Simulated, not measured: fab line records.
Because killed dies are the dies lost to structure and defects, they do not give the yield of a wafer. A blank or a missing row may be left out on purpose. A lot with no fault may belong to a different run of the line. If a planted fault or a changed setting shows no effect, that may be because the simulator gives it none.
A lot that was struck, set against a sound lot / flow nand-harc / 23 out of 1159 route steps
Sound: wafers L136.2, L136.3, L136.4. Wafers L148.1, L148.2, L148.3 were the ones struck. The cause is named last.
Each step with rows lists, per side, the tool, then ch with its chambers, then its first start. Under that, the readings that differ: sound wafers / struck wafers / difference of the means / sigmas: that difference in standard deviations of wafers without a fault.
alike: readings whose means differ by less than 2 such deviations, and words and numbers that are the same on both sides. not compared: withheld readings, readings that some wafer has no value for, bounds like >300 that may hide the same value, and numbers for which the record gives no deviation and whose values overlap.
The two part at a step that has a row with sigmas, a row that says differs or no value, or rows on one side only. Non-overlapping numbers with no deviation appear without sigmas and do not part them. A reading that every wafer of one side lacks parts them only if that side has two wafers or more.

first, 3 steps without rows for these wafers: NHARC_A_SLIT_EXPOSE_06 (exposes mask SLIT); NHARC_A_SLIT_PEB_07 (peb time 65 s); NHARC_A_SLIT_DEVELOP_08 (develop time 35 s).
NHARC_A_SLIT_CD_MEAS_09: target cd 300 nm.
  sound on cd-sem-03 ch 0, day 15 22:16; struck on cd-sem-01 ch 0, day 18 10:51
  alike: cd-nm
NHARC_A_SLIT_OVL_MEAS_10:
  sound: overlay-01 at day 15 22:22; struck: overlay-01 at day 18 10:56
reading=overlay-y-nm (nm); sound=-1.7 -2.1 -2.1; struck=0.5 0.6 0.9; difference=+2.6; sigmas=+3
  alike: overlay-x-nm
NHARC_A_SLIT_INSPECT_11:
  sound: defect-inspect-02 at day 15 22:23; struck: defect-inspect-02 at day 18 10:59
  alike: raw-defect-count
NHARC_A_SLIT_DESCUM_14: chemistry O2, time 3 s.
  sound on rie-diel-09 ch 0,2,3, day 15 22:27; struck on rie-diel-07 ch 1,2,3, day 18 11:02
reading=rf-hours-counter-h (h); sound=7 7 7; struck=0 0 0; difference=-7; sigmas=
  alike: drypump-motor-current-A, o2-flow-sccm, oes-product-au, rf-vpp-V, showerhead-plenum-p-Torr, throttle-valve-pct
NHARC_A_SLIT_ETCH_24: etches the open film in CF4/CHF3, target depth 121 nm, time 60.5 s.
  sound on rie-diel-09 ch 0,2,3, day 15 22:32; struck on rie-diel-07 ch 0,1,2, day 18 11:07
reading=rf-hours-counter-h (h); sound=7 7 7; struck=0 0 0; difference=-7; sigmas=
  alike: cf4-flow-sccm, drypump-motor-current-A, oes-product-au, rf-vpp-V, showerhead-plenum-p-Torr, throttle-valve-pct
NHARC_A_SLIT_ETCH_15: etches the open film in O2/COS, target depth 3200 nm, time 832 s.
  sound on rie-diel-09 ch 0,2,3; struck on rie-diel-07 ch 0,1,2
reading=rf-hours-counter-h (h); sound=7 8 7; struck=0 0 0; difference=-7; sigmas=
  alike: drypump-motor-current-A, o2-flow-sccm, oes-product-au, rf-vpp-V, showerhead-plenum-p-Torr, throttle-valve-pct
then, 1 step without rows for these wafers: NHARC_A_SLIT_ETCH_17 (etches the open film in C4F8/O2/Ar, time 1687.5 s, target depth 10100 nm).
NHARC_A_SLIT_ETCH_26: etches the open film in C4F8/O2/Ar, time 90 s, target depth 400 nm.
  sound on har-etch-02 ch 0,1, day 16 00:43; struck on har-etch-01 ch 0,1, day 18 13:25
  alike: drypump-motor-current-A, o2-flow-sccm, showerhead-plenum-p-Torr, throttle-valve-pct
  not compared: rf-hours-counter-h
then, 1 step without rows for these wafers: NHARC_A_SLIT_STRIP_28 (strips in O2/COS).
NHARC_A_SLIT_ETCH_29: etches the open film in CF4/O2, target depth 100 nm, overetch 10 nm, time 55 s.
  sound on rie-diel-07 ch 0,1,2, day 16 01:21; struck on rie-diel-09 ch 0,2,3, day 18 14:02
  alike: cf4-flow-sccm, drypump-motor-current-A, o2-flow-sccm, oes-product-au, rf-vpp-V, showerhead-plenum-p-Torr, throttle-valve-pct
  not compared: rf-hours-counter-h
then, 3 steps without rows for these wafers: NHARC_A_SLIT_STRIP_18 (strips in O2); NHARC_A_SLIT_PRECLEAN_19 (cleans in SC1); NHARC_A_SLIT_SRD_20.
NHARC_A_SLIT_CD_MEAS_21:
  sound: cd-sem-03 at day 16 01:57; struck: cd-sem-01 at day 18 14:34
  alike: cd-nm
then, 3 steps without rows for these wafers: NHARC_A_SIN_REMOVE_WET_00 (chemistry H3PO4, time 15300 s); NHARC_A_SIN_REMOVE_PRECLEAN_01 (cleans in SC1); NHARC_A_SIN_REMOVE_SRD_02.
NHARC_A_SIN_REMOVE_INSPECT_04:
  sound: defect-inspect-02 at day 16 09:37; struck: defect-inspect-02 at day 18 22:12
reading=raw-defect-count; sound=296 300 262; struck=601 595 548; difference=+295; sigmas=+4
NHARC_A_WL_FILL_ALD_00: deposits Al2O3, target thk 3 nm, pulse time 3 s, ald cycles 30.
  sound on ald-hk-02 ch 0,2,3, day 16 09:41; struck on ald-hk-02 ch 1,2,3, day 18 22:25
  alike: heater-power-outer-w, heater-power-w, precursor-pulse-height-rel
-- the record jumps here: 5 days lie between the struck wafers' starts before and after (it left off in module A_WL_FILL and takes up again in module END, whose first step shown is number 1159 of the route) --
NHARC_END_SORT_01:
  here the record holds rows for the struck wafers (prober-02 ch 0, day 23 14:14) but none for the sound ones

WHERE THEY PART
Earliest at NHARC_A_SLIT_OVL_MEAS_10; latest, in this record, at NHARC_END_SORT_01.

WHY: what had been put in by the simulator
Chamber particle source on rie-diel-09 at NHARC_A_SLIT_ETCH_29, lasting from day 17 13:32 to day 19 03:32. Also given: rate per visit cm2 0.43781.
